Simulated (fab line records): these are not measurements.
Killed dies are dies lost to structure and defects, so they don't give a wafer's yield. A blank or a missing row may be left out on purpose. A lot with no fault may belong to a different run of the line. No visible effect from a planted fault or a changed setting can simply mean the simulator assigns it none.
Chamber matching ; flow nand harc ; rie diel-05 running NHARC_A_CONTACT_DESCUM_74: 4 sister chambers
The step chemistry O2, time 3 s. 4 wafers are shown with their chamber, then 12 later ones without.

WAFERS, EACH WITH ITS CHAMBER
wafer;chamber;drypump motor current A (A)
L087.6;3;5.64
L092.2;1;5.42
L092.3;2;5.74
L092.4;0;5.48

WAFERS WITH NO CHAMBER GIVEN
wafer;drypump motor current A (A)
L093.2;5.51
L093.5;5.54
L093.6;5.66
L094.1;5.71
L094.3;5.64
L094.6;5.67
L094.2;5.49
L094.4;5.43
L094.5;5.50
L097.1;5.52
L097.2;5.42
L097.3;5.65

WHICH CHAMBER EACH WENT THROUGH
wafer;from the rows above;in truth
L093.2;0;0
L093.5;can't be placed: 0 or 3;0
L093.6;3;3
L094.1;can't be placed: 2 or 3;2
L094.3;3;3
L094.6;can't be placed: 3 or 2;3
L094.2;0;0
L094.4;can't be placed: 1 or 0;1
L094.5;0;0
L097.1;0;0
L097.2;1;1
L097.3;3;3
Placed correctly: 8 of 12. Can't be placed from these rows: 4 (the true chamber is among the candidates in 4). Placed wrongly: 0.
How it was worked out, from the rows above alone: a wafer's distance from a chamber is the root of the sum, over the readings, of the square of ((its reading less the chamber's mean) divided by the reading's scatter). If the next closest chamber is less than 2 further off than the closest, the wafer can't be placed; otherwise it belongs to the closest. For every chamber, the mean is computed from those of its wafers that are shown. The scatter: with one shown wafer a chamber, the root of the mean of the squares of how far each hidden wafer lies from its nearest shown one.
